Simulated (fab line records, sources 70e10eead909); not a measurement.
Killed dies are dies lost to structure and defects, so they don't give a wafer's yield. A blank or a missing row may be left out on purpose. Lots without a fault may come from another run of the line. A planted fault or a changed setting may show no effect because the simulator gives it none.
Chamber matching | flow nand_harc | NHARC_A_CHANNEL_FILL_D2_CMP_10 on cmp-04: 4 sister chambers
The step polishes, target thk 150 nm. 8 wafers are shown with their chamber, then 7 later ones without.

WAFERS WITH THEIR CHAMBER
wafer  | chamber | motor_current_A (A) | slurry_filter_dp_kPa (kPa)
L074.1 | 0       | 12.4                | 13.42
L079.2 | 1       | 11.2                | 13.58
L079.5 | 2       | 11.4                | 13.42
L078.2 | 3       | 13.4                | 13.64
L078.3 | 0       | 12.3                | 13.48
L078.6 | 3       | 13.8                | 13.60
L081.1 | 2       | 11.2                | 13.43
L081.3 | 1       | 11.3                | 13.39

WAFERS WITHOUT THEIR CHAMBER
wafer  | motor_current_A (A) | slurry_filter_dp_kPa (kPa)
L081.6 | 10.7                | 13.55
L087.1 | 12.4                | 13.43
L087.5 | 11.7                | 13.50
L087.6 | 11.1                | 13.53
L092.1 | 13.9                | 13.50
L092.5 | 11.5                | 13.52
L092.6 | 12.2                | 13.60

WHICH CHAMBER EACH WENT THROUGH
wafer  | from the rows above          | in truth
L081.6 | can't be placed: 1 or 2      | 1
L087.1 | 0                            | 0
L087.5 | can't be placed: 2 or 1 or 0 | 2
L087.6 | can't be placed: 1 or 2      | 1
L092.1 | 3                            | 3
L092.5 | can't be placed: 1 or 2      | 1
L092.6 | 0                            | 0
Placed correctly: 3 of 7. Can't be placed from these rows: 4 (the true chamber is among the candidates in 4). Placed wrongly: 0.
How it was worked out, from the rows above alone: a wafer's distance from a chamber is the root of the sum, over the readings, of the square of ((its reading less the chamber's mean) divided by the reading's scatter). The wafer belongs to the nearest chamber; if the next one is less than 2 further off, it can't be placed. A chamber's mean is the mean of its shown wafers. The scatter: the root of (the sum of the squares of (reading less its chamber's mean) over the shown wafers, divided by (wafers less chambers)).
